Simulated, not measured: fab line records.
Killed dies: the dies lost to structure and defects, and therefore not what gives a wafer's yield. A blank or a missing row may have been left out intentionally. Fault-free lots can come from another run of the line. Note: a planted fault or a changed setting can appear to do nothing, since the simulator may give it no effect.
Comparing a struck lot with a sound one | flow n5 finfet | 14 out of 1938 route steps
Sound: the wafers L508.1, L508.4, L508.6. The struck wafers were L511.2, L511.3, L511.5. The cause is named last.
Per side, at each step with rows, come the tool, then ch with its chambers, and then its first start. Under that, the readings that differ: sound wafers | struck wafers | difference of the means | sigmas: that difference in standard deviations of wafers without a fault.
alike: a reading whose means differ by less than 2 such deviations, as well as words and numbers matching on both sides. not compared: withheld readings; readings where some wafer has no value; bounds like >300 that might hide an equal value; numbers whose values overlap and for which the record gives no deviation.
Wherever a step has rows on one side only, a row that says differs or no value, or a row with sigmas, the two part there. Numbers that don't overlap but have no deviation are shown without sigmas and don't part them. A reading that every wafer of one side lacks parts them only if that side has two wafers or more.

N5_BEOL_M12_ETCH_59: etches BARC in N2/H2, target depth 89 nm, overetch 26.7 nm, time 67.9 s.
  sound on rie diel-06 ch 0,3, day 13 15:41; struck on rie diel-05 ch 1,2,3, day 14 02:43
  alike: bias w, drypump motor current A, oes product au, rf vpp V, showerhead plenum p Torr, throttle valve pct
  not compared: rf hours counter h
N5_BEOL_M12_VIA_ETCH_16: etches SiOC in C4F8/O2/Ar, target depth 724.8 nm.
  sound on rie diel-06 ch 0,3, day 13 15:44; struck on rie diel-05 ch 1,2,3, day 14 02:46
  alike: bias w, drypump motor current A, mfc ar sccm, oes product au, rf vpp V, showerhead plenum p Torr, throttle valve pct
N5_BEOL_M12_STRIP_63: strips in N2/H2.
  sound on plasma asher-01 ch 0,1, day 13 15:56; struck on plasma asher-01 ch 0,1, day 14 02:58
  alike: drypump motor current A, heater power w, oes product au, strip time to endpoint s
  not compared: rf hours counter h
N5_BEOL_M12_STRIP_64: strips in N2/H2.
  sound on plasma asher-01 ch 0,1, day 13 16:00; struck on plasma asher-01 ch 0,1, day 14 03:02
  alike: drypump motor current A, heater power w, oes product au, strip time to endpoint s
  not compared: rf hours counter h
then, 2 steps without rows for these wafers: N5_BEOL_M12_STRIP_71 (strips in post etch residue remover, time 60 s); N5_BEOL_M12_SRD_72 (time 30 s, dry time 30 s).
N5_BEOL_M12_CD_MEAS_17: target cd 140 nm.
  sound: cd sem-02 at day 13 16:09; struck: cd sem-03 at day 14 03:10
  alike: cd nm
then, 5 steps without rows for these wafers: N5_BEOL_M12_COAT_65 (time 60 s, resist thk 300 nm); N5_BEOL_M12_COAT_66 (time 60 s, resist thk 110 nm); N5_BEOL_M12_COAT_22 (resist thk 300 nm); N5_BEOL_M12_EBR_24; N5_BEOL_M12_SOFTBAKE_23 (time 60 s).
N5_BEOL_M12_EXPOSE_25: exposes mask M12.
  struck on krf scanner-01, day 14 03:20; sound on krf scanner-01 ch 0, day 13 16:18
  no value came back on the struck wafers for exposure dose mJ cm2, focus offset nm (nm), na; on the sound wafers exposure dose mJ cm2 reads 21.851 21.814 21.836
  alike: mask
then, 1 step without rows for these wafers: N5_BEOL_M12_PEB_26 (peb time 90 s).

## WHERE THEY PART
Only at N5_BEOL_M12_EXPOSE_25, as far as this record shows.

WHY: what had been put in by the simulator
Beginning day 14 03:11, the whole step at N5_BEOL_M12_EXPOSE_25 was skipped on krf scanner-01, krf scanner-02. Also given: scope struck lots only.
